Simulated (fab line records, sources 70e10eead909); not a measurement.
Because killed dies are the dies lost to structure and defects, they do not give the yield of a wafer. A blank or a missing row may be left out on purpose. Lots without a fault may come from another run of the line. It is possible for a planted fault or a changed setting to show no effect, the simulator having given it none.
Which tool was responsible? | flow nand-harc | 24 lots, 72 wafers sampled, at 6 steps of a route of 1302

WHAT EACH GAUGE READ, for each wafer
NHARC_A_M1_INSPECT_11.
lot  | measured     | on                | raw-defect-count
L075 | day 23 06:04 | defect-inspect-02 | 23 28 17
L074 | day 23 10:47 | defect-inspect-01 | 57 40 53
L076 | day 23 17:53 | defect-inspect-02 | 152 172 116
L077 | day 23 20:01 | defect-inspect-01 | 66 53 57
L078 | day 25 02:43 | defect-inspect-01 | 99 111 114
L080 | day 25 18:42 | defect-inspect-01 | 68 73 74
L079 | day 25 21:19 | defect-inspect-02 | 103 123 117
L081 | day 26 09:34 | defect-inspect-01 | 152 174 176
L082 | day 26 17:50 | defect-inspect-01 | 70 66 62
L086 | day 27 01:10 | defect-inspect-02 | 62 71 67
L084 | day 27 01:40 | defect-inspect-01 | 144 125 111
L085 | day 27 04:38 | defect-inspect-02 | 114 121 115
L083 | day 27 07:21 | defect-inspect-01 | 89 106 89
L087 | day 28 09:46 | defect-inspect-02 | 163 156 130
L089 | day 28 09:58 | defect-inspect-02 | 76 64 67
L088 | day 29 02:10 | defect-inspect-01 | 87 93 101
L090 | day 29 16:40 | defect-inspect-02 | 54 70 60
L091 | day 30 14:22 | defect-inspect-02 | 85 91 84
L092 | day 30 15:32 | defect-inspect-02 | 141 155 143
L093 | day 30 20:39 | defect-inspect-02 | 93 97 104
L094 | day 30 21:58 | defect-inspect-02 | 94 87 93
L095 | day 31 07:05 | defect-inspect-02 | 73 79 83
L096 | day 32 01:59 | defect-inspect-02 | 80 102 98
L097 | day 32 19:08 | defect-inspect-01 | 99 98 104

NHARC_A_M1_THK_MEAS_24: measures by xrf.
lot  | measured     | on            | thk-nm (nm)
L075 | day 23 08:34 | film-metro-02 | 155.8 152.7 156.4
L074 | day 23 13:17 | film-metro-02 | 153.7 154.4 156.5
L076 | day 23 20:47 | film-metro-02 | 155.2 153.0 155.2
L077 | day 23 22:53 | film-metro-02 | 155.9 154.1 156.1
L078 | day 25 05:11 | film-metro-02 | 155.3 155.7 154.1
L080 | day 25 21:10 | film-metro-02 | 154.8 152.4 154.3
L079 | day 25 23:47 | film-metro-02 | 154.8 156.1 155.1
L081 | day 26 12:03 | film-metro-02 | 153.2 153.8 152.1
L082 | day 26 20:20 | film-metro-02 | 154.7 154.6 152.1
L086 | day 27 03:38 | film-metro-02 | 154.5 155.1 155.7
L084 | day 27 04:09 | film-metro-02 | 153.3 155.8 156.0
L085 | day 27 07:08 | film-metro-01 | 154.7 153.6 155.9
L083 | day 27 09:50 | film-metro-02 | 154.1 153.9 153.5
L087 | day 28 12:17 | film-metro-01 | 151.8 152.9 154.4
L089 | day 28 12:29 | film-metro-02 | 155.9 152.3 154.4
L088 | day 29 04:38 | film-metro-02 | 154.5 151.7 154.1
L090 | day 29 19:39 | film-metro-02 | 154.1 151.9 153.2
L091 | day 30 16:51 | film-metro-01 | 154.3 154.6 155.2
L092 | day 30 18:03 | film-metro-01 | 155.6 154.6 155.7
L093 | day 30 23:08 | film-metro-02 | 156.4 154.9 152.4
L094 | day 31 00:41 | film-metro-01 | 158.8 154.0 155.6
L095 | day 31 09:32 | film-metro-02 | 154.7 157.1 155.8
L096 | day 32 04:44 | film-metro-02 | 150.9 155.6 153.8
L097 | day 32 21:37 | film-metro-01 | 152.7 153.7 150.3

NHARC_A_M1_INSPECT_27.
lot  | measured     | on                | raw-defect-count
L075 | day 23 08:44 | defect-inspect-02 | 717 788 547
L074 | day 23 13:26 | defect-inspect-01 | 447 424 384
L076 | day 23 20:56 | defect-inspect-01 | 660 569 399
L077 | day 23 23:02 | defect-inspect-01 | 444 322 396
L078 | day 25 05:20 | defect-inspect-02 | 570 716 523
L080 | day 25 21:20 | defect-inspect-01 | 884 679 577
L079 | day 25 23:57 | defect-inspect-01 | 666 1040 627
L081 | day 26 12:12 | defect-inspect-02 | 451 455 494
L082 | day 26 20:30 | defect-inspect-02 | 506 396 392
L086 | day 27 03:48 | defect-inspect-01 | 551 462 617
L084 | day 27 04:19 | defect-inspect-02 | 445 442 490
L085 | day 27 07:17 | defect-inspect-02 | 739 536 556
L083 | day 27 09:59 | defect-inspect-01 | 515 469 624
L087 | day 28 12:27 | defect-inspect-01 | 482 520 492
L089 | day 28 12:39 | defect-inspect-02 | 463 312 411
L088 | day 29 04:48 | defect-inspect-02 | 396 374 484
L090 | day 29 19:49 | defect-inspect-02 | 535 661 533
L091 | day 30 17:00 | defect-inspect-01 | 487 584 558
L092 | day 30 18:13 | defect-inspect-02 | 662 738 690
L093 | day 30 23:17 | defect-inspect-01 | 637 447 628
L094 | day 31 00:50 | defect-inspect-02 | 546 501 498
L095 | day 31 09:42 | defect-inspect-02 | 850 504 523
L096 | day 32 04:54 | defect-inspect-01 | 642 815 1205
L097 | day 32 21:46 | defect-inspect-01 | 612 545 752

TOOL THAT RAN EACH LOT (tool first, then ch and the chambers of the sampled wafers, then the start)
lot  | NHARC_A_M1_ETCH_15                            | NHARC_A_M1_DEGAS_29          | NHARC_A_M1_CMP_23
L075 | rie-diel-02 ch 0,1,2, day 23 07:10 or earlier | pvd-sputter-01, day 23 07:10 | cmp-02 ch 0,2,3, day 23 08:19
L074 | rie-diel-01 ch 1,3, day 23 11:53 or earlier   | pvd-sputter-03, day 23 11:53 | cmp-03 ch 1,2, day 23 12:57
L076 | rie-diel-03 ch 1,2,3, day 23 19:05 or earlier | pvd-sputter-03, day 23 19:05 | cmp-02 ch 0,2,3, day 23 20:28
L077 | rie-diel-01 ch 0,1,2, day 23 21:11 or earlier | pvd-sputter-01, day 23 21:11 | cmp-03 ch 0,2,3, day 23 22:34
L078 | rie-diel-02 ch 0,1,2, day 25 03:48 or earlier | pvd-sputter-03, day 25 03:48 | cmp-02 ch 0,1, day 25 04:53
L080 | rie-diel-03 ch 0,1,3, day 25 19:47 or earlier | pvd-sputter-02, day 25 19:47 | cmp-03 ch 1,2,3, day 25 20:52
L079 | rie-diel-03 ch 0,1,2, day 25 22:25 or earlier | pvd-sputter-03, day 25 22:25 | cmp-04 ch 0,2,3, day 25 23:30
L081 | rie-diel-03 ch 0,3, day 26 10:40 or earlier   | pvd-sputter-02, day 26 10:40 | cmp-03 ch 0,1, day 26 11:46
L082 | rie-diel-01 ch 1,2,3, day 26 18:56 or earlier | pvd-sputter-03, day 26 18:56 | cmp-02 ch 0,1, day 26 20:04
L086 | rie-diel-03 ch 1,3, day 27 02:14 or earlier   | pvd-sputter-01, day 27 02:14 | cmp-04 ch 0,3, day 27 03:20
L084 | rie-diel-03 ch 0,3, day 27 02:45 or earlier   | pvd-sputter-03, day 27 02:45 | cmp-03 ch 0,1,2, day 27 03:50
L085 | rie-diel-01 ch 0,2, day 27 05:44 or earlier   | pvd-sputter-02, day 27 05:44 | cmp-02 ch 0,1,3, day 27 06:52
L083 | rie-diel-01 ch 0,1,2, day 27 08:26 or earlier | pvd-sputter-02, day 27 08:26 | cmp-04 ch 0,1,3, day 27 09:31
L087 | rie-diel-01 ch 1,2,3, day 28 10:51 or earlier | pvd-sputter-02, day 28 10:51 | cmp-04 ch 0,2,3, day 28 11:59
L089 | rie-diel-02 ch 0,2,3, day 28 11:04 or earlier | pvd-sputter-01, day 28 11:04 | cmp-03 ch 1,2,3, day 28 12:11
L088 | rie-diel-01 ch 0,3, day 29 03:15 or earlier   | pvd-sputter-02, day 29 03:15 | cmp-04 ch 1,2,3, day 29 04:23
L090 | rie-diel-01 ch 0,1,2, day 29 18:14 or earlier | pvd-sputter-01, day 29 18:14 | cmp-03 ch 2,3, day 29 19:20
L091 | rie-diel-01 ch 0,1, day 30 15:27 or earlier   | pvd-sputter-02, day 30 15:27 | cmp-02 ch 0,1,3, day 30 16:35
L092 | rie-diel-01 ch 0,2,3, day 30 16:37 or earlier | pvd-sputter-01, day 30 16:37 | cmp-03 ch 0,1,2, day 30 17:46
L093 | rie-diel-03 ch 0,1,2, day 30 21:44 or earlier | pvd-sputter-02, day 30 21:44 | cmp-04 ch 0,1,3, day 30 22:52
L094 | rie-diel-03 ch 1,2, day 30 23:04 or earlier   | pvd-sputter-02, day 30 23:04 | cmp-04 ch 2,3, day 31 00:24
L095 | rie-diel-03 ch 0,2,3, day 31 08:10 or earlier | pvd-sputter-03, day 31 08:10 | cmp-04 ch 1,3, day 31 09:14
L096 | rie-diel-03 ch 2,3, day 32 03:04 or earlier   | pvd-sputter-01, day 32 03:04 | cmp-04 ch 1,2,3, day 32 04:31
L097 | rie-diel-03 ch 0,2, day 32 20:13 or earlier   | pvd-sputter-02, day 32 20:13 | cmp-02 ch 0,1,3, day 32 21:19
- NHARC_A_M1_ETCH_15: etches the open film in C4F8/Ar, target depth 182.5 nm, time 91.2 s.
- NHARC_A_M1_DEGAS_29: time 60 s.
- NHARC_A_M1_CMP_23: polishes, t overpolish 20 s, target thk 154.34 nm.

AS READ BY THE TOOLS THEMSELVES (means over the sampled wafers that have a number; for cases with no such wafer, the mark the record gives instead)
NHARC_A_M1_ETCH_15.
lot  | tool        | oes-product-au (a.u.) | rf-vpp-V (V)
L075 | rie-diel-02 | 0.950                 | 443
L074 | rie-diel-01 | 0.927                 | 439
L076 | rie-diel-03 | 0.924                 | 442
L077 | rie-diel-01 | 0.969                 | 438
L078 | rie-diel-02 | 0.917                 | 443
L080 | rie-diel-03 | 0.968                 | 441
L079 | rie-diel-03 | 0.974                 | 440
L081 | rie-diel-03 | 0.932                 | 440
L082 | rie-diel-01 | 0.948                 | 438
L086 | rie-diel-03 | 0.963                 | 444
L084 | rie-diel-03 | 0.976                 | 439
L085 | rie-diel-01 | 0.963                 | 438
L083 | rie-diel-01 | 0.927                 | 438
L087 | rie-diel-01 | 0.928                 | 439
L089 | rie-diel-02 | 0.936                 | 441
L088 | rie-diel-01 | 0.954                 | 439
L090 | rie-diel-01 | 0.926                 | 439
L091 | rie-diel-01 | 0.975                 | 438
L092 | rie-diel-01 | 0.929                 | 438
L093 | rie-diel-03 | 0.926                 | 439
L094 | rie-diel-03 | 0.919                 | 441
L095 | rie-diel-03 | 0.968                 | 440
L096 | rie-diel-03 | 0.930                 | 441
L097 | rie-diel-03 | 0.930                 | 438

NHARC_A_M1_DEGAS_29.
lot  | tool           | heater-power-w (W)
L075 | pvd-sputter-01 | 357
L074 | pvd-sputter-03 | 333
L076 | pvd-sputter-03 | 314
L077 | pvd-sputter-01 | 355
L078 | pvd-sputter-03 | 336
L080 | pvd-sputter-02 | 320
L079 | pvd-sputter-03 | 335
L081 | pvd-sputter-02 | 322
L082 | pvd-sputter-03 | 316
L086 | pvd-sputter-01 | 362
L084 | pvd-sputter-03 | 303
L085 | pvd-sputter-02 | 321
L083 | pvd-sputter-02 | 329
L087 | pvd-sputter-02 | 341
L089 | pvd-sputter-01 | 360
L088 | pvd-sputter-02 | 352
L090 | pvd-sputter-01 | 344
L091 | pvd-sputter-02 | 355
L092 | pvd-sputter-01 | 367
L093 | pvd-sputter-02 | 338
L094 | pvd-sputter-02 | 328
L095 | pvd-sputter-03 | 302
L096 | pvd-sputter-01 | 359
L097 | pvd-sputter-02 | 357

NHARC_A_M1_CMP_23.
lot  | tool   | edge-zone-pressure-frac | motor-current-A (A) | time-to-endpoint-s (s)
L075 | cmp-02 | 0.997                   | 12.0                | 30.5
L074 | cmp-03 | 1.004                   | 10.8                | 32.7
L076 | cmp-02 | 1.004                   | 11.6                | 30.6
L077 | cmp-03 | 0.997                   | 12.2                | 28.0
L078 | cmp-02 | 1.001                   | 11.8                | 31.6
L080 | cmp-03 | 1.000                   | 11.5                | 31.5
L079 | cmp-04 | 0.998                   | 11.9                | 29.4
L081 | cmp-03 | 0.999                   | 11.9                | 29.5
L082 | cmp-02 | 0.999                   | 11.7                | 26.9
L086 | cmp-04 | 0.999                   | 11.3                | 31.8
L084 | cmp-03 | 0.998                   | 11.5                | 31.6
L085 | cmp-02 | 1.004                   | 11.9                | 25.7
L083 | cmp-04 | 1.000                   | 11.2                | 27.8
L087 | cmp-04 | 0.999                   | 11.7                | 28.6
L089 | cmp-03 | 1.002                   | 11.8                | 29.9
L088 | cmp-04 | 1.001                   | 11.5                | 30.0
L090 | cmp-03 | 1.003                   | 11.4                | 29.3
L091 | cmp-02 | 1.002                   | 11.9                | 31.8
L092 | cmp-03 | 0.997                   | 11.7                | 29.7
L093 | cmp-04 | 0.999                   | 11.5                | 31.5
L094 | cmp-04 | 0.995                   | 11.7                | 32.4
L095 | cmp-04 | 1.000                   | 11.8                | 28.5
L096 | cmp-04 | 1.001                   | 12.1                | 29.9
L097 | cmp-02 | 0.999                   | 12.3                | 25.6

THE ANSWER, worked out from the rows above alone
Rule: the lots themselves supply what counts as usual. The widest of any qualifying gaps counts: lots, ordered by their means at a reading, are off when they make up no more than a third of the lots, leave a main group of 4 or more, and stand apart from it by 3 or more times the standard deviation of that group's means. A main group is skipped when, at the precision printed for the reading in the tables above, its means are all equal. Also off: a lot with no number at a reading for which 4 or more lots have one. Any other lot the step has rows for is counted as sound. After the gauges, taken in route order, come the tools' own readings; for these a lot's mean is taken, as printed above. The first step at which some lot is off is used, and at that step the reading that is off furthest; a lot without a number counts as furthest.
No lot is off at any reading shown: from this, nothing can be told.

WHAT THE SIMULATOR HAD PUT IN
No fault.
